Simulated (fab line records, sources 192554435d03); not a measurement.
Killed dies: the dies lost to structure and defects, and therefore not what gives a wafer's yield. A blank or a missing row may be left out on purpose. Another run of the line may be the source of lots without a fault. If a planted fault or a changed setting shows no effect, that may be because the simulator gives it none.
Chamber matching ; flow n5-finfet ; 4 sister chambers for N5_BEOL_M1_STRIP_19 on rie-diel-03
The step strips in O2. 22 wafers are shown with their chamber, then 11 later ones without.

== WAFERS, EACH WITH ITS CHAMBER ==
wafer;chamber;showerhead-plenum-p-Torr (Torr);throttle-valve-pct (%);oes-product-au (a.u.)
L074.1;1;2.12;16.92;0.74
L074.2;0;1.97;16.73;0.71
L074.3;3;2.01;16.82;0.76
L075.1;2;2.09;16.48;0.72
L075.3;3;2.01;16.83;0.74
L075.5;3;2.01;16.85;0.73
L081.1;0;1.97;16.76;0.70
L081.3;2;2.08;16.51;0.72
L081.5;3;2.00;16.86;0.73
L083.2;2;2.08;16.50;0.72
L083.3;3;2.00;16.86;0.73
L083.6;2;2.08;16.49;0.71
L084.1;0;1.96;16.79;0.69
L084.5;0;1.96;16.76;0.69
L084.6;1;2.11;16.95;0.72
L086.1;0;1.96;16.77;0.69
L086.3;2;2.08;16.51;0.71
L086.4;3;2.00;16.87;0.72
L089.1;1;2.11;16.96;0.71
L089.2;0;1.96;16.78;0.69
L089.3;3;2.00;16.88;0.72
L092.1;2;2.08;16.54;0.71

SIGNATURES (averages over the wafers above)
reading;chamber 0;chamber 1;chamber 2;chamber 3;scatter within a chamber
showerhead-plenum-p-Torr;1.9633;2.1133;2.0817;2.0043;0.00503
throttle-valve-pct;16.7650;16.9433;16.5050;16.8529;0.021
oes-product-au;0.6950;0.7233;0.7150;0.7329;0.0108
Rule: for a wafer and a chamber, the distance is found by dividing, reading by reading, the gap between the wafer's reading and the chamber's mean by the reading's scatter, squaring, summing and taking the root. The wafer belongs to the nearest chamber; if the next one is less than 2 further off, it can't be placed. The scatter: take each reading less its chamber's mean, square it, sum over the shown wafers, divide by the number of wafers less the number of chambers, and take the root.

== WAFERS MISSING THEIR CHAMBER ==
wafer;showerhead-plenum-p-Torr (Torr);throttle-valve-pct (%);oes-product-au (a.u.)
L092.2;1.96;16.78;0.69
L092.4;2.00;16.88;0.72
L091.1;2.00;16.90;0.72
L091.3;2.11;16.97;0.70
L091.6;1.96;16.80;0.68
L095.1;1.99;16.90;0.70
L095.2;2.10;16.99;0.70
L095.4;2.07;16.56;0.70
L096.4;2.22;16.32;0.97
L096.5;2.07;16.56;0.70
L096.6;2.10;17.01;0.71

== CHAMBER TAKEN BY EACH ==
wafer;from the rows above;in truth
L092.2;0;0
L092.4;3;3
L091.1;3;3
L091.3;1;1
L091.6;0;0
L095.1;3;3
L095.2;1;1
L095.4;2;2
L096.4;2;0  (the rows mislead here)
L096.5;2;2
L096.6;1;1
Placed correctly: 10 of 11. Number that these rows cannot place: 0. Wrongly placed: 1.
